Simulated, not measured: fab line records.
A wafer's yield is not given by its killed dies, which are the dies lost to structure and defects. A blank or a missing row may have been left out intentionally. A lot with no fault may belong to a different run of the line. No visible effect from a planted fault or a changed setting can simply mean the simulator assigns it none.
Problem report, 8D (eight disciplines) form, completed by code | flow n5_finfet | the parts of the form that need people (team, actions taken, sign-off) are left out

== 1. THE PROBLEM ==
At N5_MIM_TOP_ETCH_ETCH_00, bias_w averages 136.5 W over 6 wafers from 2 lots, while fault-free wafers read 126.1 W, standard deviation 0.33. Measured from the usual mean, that is +31 standard deviations.
The step: etches TiN in Cl2/BCl3, target depth 38.5 nm.
Seen first at day 14 20:26 on rie_metal-01, wafer L967.1. The record holds 18 wafers of 6 lots with a number at this step. By rule, "out" or "out of limits" means more than 4 standard deviations away from the usual mean. Any other wafer with a number is counted as sound.

== 2. WHAT IT IS AND WHAT IT IS NOT ==
question                    | is                     | is not
which readings at this step | bias_w                 | drypump_motor_current_A, oes_ar_750_au, oes_product_au, throttle_valve_pct
which lots                  | L967, L969             | L960, L963, L978, L979
which wafers of those lots  | all that have a number | -
read on which tools         | rie_metal-01           | rie_metal-02, rie_metal-03
when                        | from day 14 20:26      | up to then (6 sound wafers); but 6 sound wafers of L978, L979 came after

== 3. SUSPECTS, AND WHAT RULES EACH OUT ==
Counting: a tool stays on the suspect list if, at a process step up to the reading, it processed all lots that are out and no sound lot following the first of them.
- rie_metal-01 at N5_MIM_TOP_ETCH_ETCH_00 (etches TiN in Cl2/BCl3, target depth 38.5 nm): kept. Every lot that is out went through it, starting with L967 (day 14 20:26), and after that it ran no sound lot; the last sound lot it ran before then is L960 (day 13 22:11). Its own bias_w readings are out on those wafers.
After counting, what remains is rie_metal-01 at N5_MIM_TOP_ETCH_ETCH_00.

== 4. THE CAUSE (what the simulator had put in) ==
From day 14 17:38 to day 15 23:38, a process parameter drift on rie_metal-01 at N5_MIM_TOP_ETCH_ETCH_00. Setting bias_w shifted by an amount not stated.
After counting, this tool was the only one left.

== 5. THE CHAIN OF EFFECTS, in route order ==
Each row: a reading where the mean over the struck wafers with a number is more than 3 standard deviations away from the usual. Scope: only readings with a usual standard deviation given in the record; hours: median across lots of the time from each lot's start at the first step in this table that gives one to its start at this step; sigmas: change in usual standard deviations.
hours | step                    | reading | usual   | on struck wafers | change | sigmas
0     | N5_MIM_TOP_ETCH_ETCH_00 | bias_w  | 126.1 W | 136.5            | +10.4  | +31
The process steps in it:
- N5_MIM_TOP_ETCH_ETCH_00: etches TiN in Cl2/BCl3, target depth 38.5 nm.

== 6. HOW IT WOULD HAVE BEEN CAUGHT EARLIER ==
3 hours passed between the start of the fault at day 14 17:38 and the first reading out of limits in this record, taken at day 14 20:26.
